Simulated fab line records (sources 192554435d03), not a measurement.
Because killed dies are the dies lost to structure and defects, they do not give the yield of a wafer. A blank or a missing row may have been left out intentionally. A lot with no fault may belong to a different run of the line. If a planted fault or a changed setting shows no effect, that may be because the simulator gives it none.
Comparing a struck lot with a sound one :: flow n5_finfet :: 15 out of 1938 route steps
Sound: wafers L976.1, L976.2, L976.4. Struck: wafer L991.4; the same lot's L991.6 was not struck, so it is left out; see the end for the cause.
Per side, at each step with rows, come the tool, then ch with its chambers, and then its first start. Under that, the readings that differ: sound wafers :: struck wafers :: difference of the means :: sigmas: that difference in standard deviations of wafers without a fault.
alike: readings whose means differ by less than 2 such deviations, and words and numbers that are the same on both sides. not compared: withheld readings, readings that some wafer has no value for, bounds like >300 that may hide the same value, and numbers for which the record gives no deviation and whose values overlap.
Wherever a step has rows on one side only, a row that says differs or no value, or a row with sigmas, the two part there. Numbers that have no deviation but don't overlap get no sigmas and don't part them. A reading missing from all wafers of one side parts the sides only when that side holds two or more wafers.

N5_MOL_CONTACT_COAG_DESCUM_45: chemistry O2, time 7 s.
  sound on rie_diel-04 ch 0,2,3, day 5 16:34; struck on rie_diel-04 ch 3, day 9 10:08
  alike: drypump_motor_current_A, oes_product_au, rf_vpp_V, showerhead_plenum_p_Torr, throttle_valve_pct
  not compared: rf_hours_counter_h
N5_MOL_CONTACT_COAG_ETCH_65: etches underlayer in N2/H2, target depth 13 nm, time 10.4 s.
  sound on rie_diel-04 ch 0,2,3, day 5 16:37; struck on rie_diel-04 ch 3, day 9 10:10
  alike: drypump_motor_current_A, etch_rf_on_time_s, oes_product_au, rf_vpp_V, showerhead_plenum_p_Torr, throttle_valve_pct
  not compared: rf_hours_counter_h
then, 2 steps without rows for these wafers: N5_MOL_CONTACT_COAG_ETCH_66 (etches SiARC in CF4, target depth 13 nm, time 21.7 s); N5_MOL_CONTACT_COAG_ALD_133 (deposits SiO2, target thk 5 nm, pulse time 1 s, co reactant pulse time 1 s).
N5_MOL_CONTACT_COAG_ETCHBACK_134: etches SiO2 in CHF3, target depth 10 nm, time 6.7 s.
  sound on rie_diel-04 ch 0,3, day 5 16:53; struck on rie_diel-04 ch 1, day 9 10:27
  alike: drypump_motor_current_A, oes_product_au, rf_vpp_V, showerhead_plenum_p_Torr, throttle_valve_pct
  not compared: rf_hours_counter_h
N5_MOL_CONTACT_COAG_ETCH_67: etches SOC in N2/H2, target depth 60 nm, overetch 21 nm, time 101.2 s.
  sound on rie_diel-04 ch 0,3, day 5 16:55; struck on rie_diel-04 ch 1, day 9 10:29
  alike: drypump_motor_current_A, oes_product_au, rf_vpp_V, showerhead_plenum_p_Torr, throttle_valve_pct
  not compared: rf_hours_counter_h
then, 5 steps without rows for these wafers: N5_MOL_CONTACT_COAG_STRIP_68 (strips in N2/H2); N5_MOL_CONTACT_COAG_STRIP_69 (strips in N2/H2); N5_MOL_CONTACT_COAG_ETCHBACK_136 (etches SiO2 in CHF3, target depth 25 nm, time 16.7 s); N5_MOL_CONTACT_COAG_STRIP_120 (strips in CHF3); N5_MOL_CONTACT_COAG_VIA_ETCH_117 (etches SiO2 in C4F6/O2, target depth 40 nm, overetch 8 nm, time 26 s).
N5_MOL_CONTACT_COAG_ETCH_124: etches SiNx in CH3F/O2, stops on SiOC, target depth 6.5 nm.
  sound on rie_diel-04 ch 0,3, day 5 17:04; struck on rie_diel-04 ch 1, day 9 10:38
  alike: drypump_motor_current_A, oes_product_au, rf_vpp_V, showerhead_plenum_p_Torr, throttle_valve_pct
  not compared: rf_hours_counter_h
N5_MOL_CONTACT_COAG_ETCH_48: etches SiOC in C4F6/O2, target depth 15 nm, overetch 4.5 nm, time 17 s.
  sound on rie_diel-04 ch 0,3, day 5 17:07; struck on rie_diel-04 ch 1, day 9 10:41
reading: model.SOC_of_MOL_CONTACT_COAG_COAT_62.thk_nm (nm)
sound: 46 46 46
struck: 46.4
difference: +0.4
sigmas: 
  alike: drypump_motor_current_A, oes_product_au, rf_vpp_V, showerhead_plenum_p_Torr, throttle_valve_pct
  not compared: rf_hours_counter_h
then, 1 step without rows for these wafers: N5_MOL_CONTACT_COAG_STRIP_72 (strips in N2/H2).
-- record jumps: 3 days separate the struck wafers' starts on either side; left off in module MOL_CONTACT_COAG, taken up again in module BEOL_M4, whose first shown step is the route's number 1111 --
N5_BEOL_M4_RC_MEAS_101:
  sound on prober-01 ch 0, day 8 18:10; struck on prober-02 ch 0, day 12 02:07
reading: DIBL_P (mV/V)
sound: 34.9 39.2 37.9
struck: 34.3
difference: -3.0
sigmas: -2
  alike: DIBL_N, IOFF_N, IOFF_P, ION_N, ION_P, SS_N, SS_P, VT_N, VT_P

== WHERE THEY PART ==
Only at N5_BEOL_M4_RC_MEAS_101, as far as this record shows.

WHY: what had been put in by the simulator
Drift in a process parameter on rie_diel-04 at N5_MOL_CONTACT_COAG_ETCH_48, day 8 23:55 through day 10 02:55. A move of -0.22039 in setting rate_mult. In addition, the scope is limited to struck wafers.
